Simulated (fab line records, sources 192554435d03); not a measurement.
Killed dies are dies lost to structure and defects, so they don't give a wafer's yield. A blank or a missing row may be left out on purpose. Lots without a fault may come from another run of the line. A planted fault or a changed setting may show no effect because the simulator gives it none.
Problem report in the 8D (eight disciplines) form, filled by code | flow n5_finfet | the parts of the form that need people (team, actions taken, sign-off) are left out

1. THE PROBLEM
exposure_dose_mJ_cm2 at N5_GATE_CUT_EXPOSE_10 reads a mean of 42.39 on 6 wafers of 2 lots; wafers without a fault read 43.17 with a standard deviation of 0.073. That is -11 standard deviations from the usual mean.
The step: exposes mask GATE CUT, target cd 20 nm.
First seen on wafer L876.2, day 7 04:29, on euv_scanner-02. The record holds 18 wafers of 6 lots with a number at this step. Rule for "out", or "out of limits": more than 4 standard deviations from the usual mean. The other wafers with a number count as sound.

2. WHAT IT IS AND WHAT IT IS NOT
question                    | is                     | is not
which readings at this step | exposure_dose_mJ_cm2   | -
which lots                  | L876, L877             | L867, L868, L884, L889
which wafers of those lots  | all that have a number | -
read on which tools         | euv_scanner-02         | euv_scanner-01
when                        | from day 7 04:29       | up to then (6 sound wafers); but 6 sound wafers of L884, L889 came after

3. SUSPECTS, AND WHAT RULES EACH OUT
Counting: a tool at a process step up to the reading stays a suspect if it ran every lot that is out and no sound lot after the first of them.
- cmp-01 at N5_GATE_CUT_CMP_02 (polishes, stops on SiO2, t overpolish 12.7 s, target thk 0 nm): ruled out as a lasting fault. Sound lots L884 ran on it after its first lot that is out, L876 (day 7 03:49).
- euv_scanner-02 at N5_GATE_CUT_EXPOSE_10 (exposes mask GATE CUT, target cd 20 nm): kept. It ran every lot that is out, first L876 (day 7 04:29), and no sound lot after that; its last sound lot up to then is L868 (day 5 00:46). Its own readings are out on those wafers: exposure_dose_mJ_cm2.
Left after counting: euv_scanner-02 at N5_GATE_CUT_EXPOSE_10.

4. THE CAUSE (what the simulator had put in)
Process parameter drift: euv_scanner-02, from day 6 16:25 on, at N5_GATE_CUT_EXPOSE_10. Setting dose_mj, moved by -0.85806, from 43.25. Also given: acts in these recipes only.
Counting left only this tool.

5. THE CHAIN OF EFFECTS, in route order
Each row: a reading whose mean over the struck wafers that have a number lies more than 3 standard deviations from the usual. Only readings for which the record gives a usual standard deviation are gone through. hours: the time from each lot's start at the first step in this table that gives one to its start at this step, as a median over the lots. sigmas: the change in usual standard deviations.
hours | step                  | reading              | usual | on struck wafers | change | sigmas
0     | N5_GATE_CUT_EXPOSE_10 | exposure_dose_mJ_cm2 | 43.17 | 42.39            | -0.78  | -11
The process steps in it:
- N5_GATE_CUT_EXPOSE_10: exposes mask GATE CUT, target cd 20 nm.
Later measuring or inspecting steps at which every struck wafer that the step has a row for has a number for every such reading, and none has moved that far: N5_GATE_CUT_CD_MEAS_13, N5_GATE_CUT_OVL_MEAS_14, N5_GATE_CUT_INSPECT_15, N5_BEOL_M4_RC_MEAS_101.

6. WHAT WOULD HAVE CAUGHT IT SOONER
In this record the first reading out of limits was taken at day 7 04:29, 12 hours after the fault began at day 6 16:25.
